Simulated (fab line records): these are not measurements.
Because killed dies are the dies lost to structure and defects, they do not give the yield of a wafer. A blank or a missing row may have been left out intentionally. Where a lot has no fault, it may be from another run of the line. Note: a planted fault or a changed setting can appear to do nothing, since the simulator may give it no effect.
A lot that was struck, set against a sound lot || flow n5_finfet || 15 steps out of a route of 1938
Sound: the wafers L206.1, L206.4, L206.6. Struck: wafers L209.2, L209.4, L209.6. At the end, the cause is stated.
Each step with rows lists, per side, the tool, then ch with its chambers, then its first start. Under that, the readings that differ: sound wafers || struck wafers || difference of the means || sigmas: that difference in standard deviations of wafers without a fault.
alike: words and numbers the same on both sides, and readings whose means are apart by under 2 such deviations; not compared: readings that were withheld, readings missing a value for some wafer, numbers with overlapping values and no deviation given by the record, and bounds like >300 which may hide the same value.
Wherever a step has rows on one side only, a row that says differs or no value, or a row with sigmas, the two part there. Numbers that have no deviation but don't overlap get no sigmas and don't part them. A reading that every wafer of one side lacks parts them only if that side has two wafers or more.

N5_BEOL_M0_ETCH_138: etches SiCN in CH3F/O2, target depth 12 nm, time 31.6 s.
  sound on rie_diel-03 ch 0,2, day 9 01:46; struck on rie_diel-03 ch 0,2, day 10 02:59
{"reading": "etch_rf_on_time_s (s)", "sound": "28.3 28.9 28.3", "struck": "29.9 30.3 31.2", "difference": "+2.0", "sigmas": "+2"}
  alike: drypump_motor_current_A, oes_product_au, rf_vpp_V, showerhead_plenum_p_Torr, throttle_valve_pct
  not compared: rf_hours_counter_h
then, 1 step without rows for these wafers: N5_BEOL_M0_HM_OPEN_105 (chemistry Cl2/BCl3, target TiN, target depth 12 nm).
N5_BEOL_M0_STRIP_140: strips in CF4.
  sound on rie_diel-03 ch 0,3, day 9 06:42; struck on rie_diel-06 ch 0,3, day 10 04:28
{"reading": "showerhead_plenum_p_Torr (Torr)", "sound": "1.82 1.72 1.72", "struck": "1.85 1.90 1.85", "difference": "+0.11", "sigmas": "+2"}
  alike: bias_power_w, cf4_flow_sccm, drypump_motor_current_A, oes_product_au, rf_vpp_V, throttle_valve_pct
  not compared: rf_hours_counter_h
N5_BEOL_M0_STRIP_104: strips in N2/H2.
  sound on rie_diel-03 ch 0,3, day 9 06:43; struck on rie_diel-06 ch 0,3, day 10 04:29
  alike: bias_power_w, chamber_pressure_mTorr, drypump_motor_current_A, n2_flow_sccm, oes_product_au, rf_vpp_V, showerhead_plenum_p_Torr, throttle_valve_pct
  not compared: rf_hours_counter_h
then, 1 step without rows for these wafers: N5_BEOL_M0_WET_ETCH_106 (etches SiO2 in DHF, target depth 130 nm, rinse time 30 s).
N5_BEOL_M0_ETCH_128: etches SiCN in CF4/N2, target depth 12 nm, overetch 5.1 nm, time 21.4 s.
  sound on rie_diel-01 ch 0,2, day 9 07:05; struck on rie_diel-01 ch 0,2, day 10 04:45
  alike: drypump_motor_current_A, n2_flow_sccm, oes_product_au, rf_vpp_V, showerhead_plenum_p_Torr, throttle_valve_pct
  not compared: rf_hours_counter_h
then, 1 step without rows for these wafers: N5_BEOL_M0_TRENCH_ETCH_107 (etches SiOC in C4F6/O2, target depth 32.8 nm, time 16.4 s).
N5_BEOL_M0_STRIP_142: strips in N2/H2, time 10 s.
  sound on rie_diel-01 ch 0,2, day 9 07:09; struck on rie_diel-01 ch 0,2, day 10 04:49
  alike: bias_power_w, chamber_pressure_mTorr, drypump_motor_current_A, n2_flow_sccm, oes_product_au, rf_vpp_V, showerhead_plenum_p_Torr, throttle_valve_pct
  not compared: rf_hours_counter_h
N5_BEOL_M0_OCD_MEAS_108:
  sound: ocd-01 at day 9 07:14; struck: ocd-01 at day 10 04:54
  alike: trench_depth_nm
then, 3 steps without rows for these wafers: N5_BEOL_M0_HM_STRIP_129 (strips TiN in peroxide tin strip, target depth 17 nm, time 108 s); N5_BEOL_M0_SRD_130 (time 30 s); N5_BEOL_M0_ETCH_109 (etches SiCN in CH3F/O2, target depth 8 nm, overetch 2.4 nm, time 27.4 s).
N5_BEOL_M0_STRIP_139: strips in post etch residue remover, time 60 s.
  sound on wet_bench-01 ch 0,1,4, day 9 07:38; struck on wet_bench-02 ch 0,4,7, day 10 05:11
  no value came back on the struck wafers for run_length_s (s), temp_c (C); on the sound wafers run_length_s (s) reads 66.3 66.6 64.9
then, 1 step without rows for these wafers: N5_BEOL_M0_SRD_111 (time 30 s).
-- record jumps: 2 days separate the struck wafers' starts on either side; left off in module BEOL_M0, taken up again in module BEOL_M4, whose first shown step is the route's number 1111 --
N5_BEOL_M4_RC_MEAS_101:
  sound on prober-02 ch 0, day 11 15:49; struck on prober-01 ch 0, day 12 13:53
  alike: DIBL_N, DIBL_P, IOFF_N, IOFF_P, ION_N, ION_P, SS_N, SS_P, VT_N, VT_P

## WHERE THEY PART
First at N5_BEOL_M0_ETCH_138; last, within this record, at N5_BEOL_M0_STRIP_139. Later steps at which nothing parts them and some readings are alike: N5_BEOL_M4_RC_MEAS_101.

WHY: what had been put in by the simulator
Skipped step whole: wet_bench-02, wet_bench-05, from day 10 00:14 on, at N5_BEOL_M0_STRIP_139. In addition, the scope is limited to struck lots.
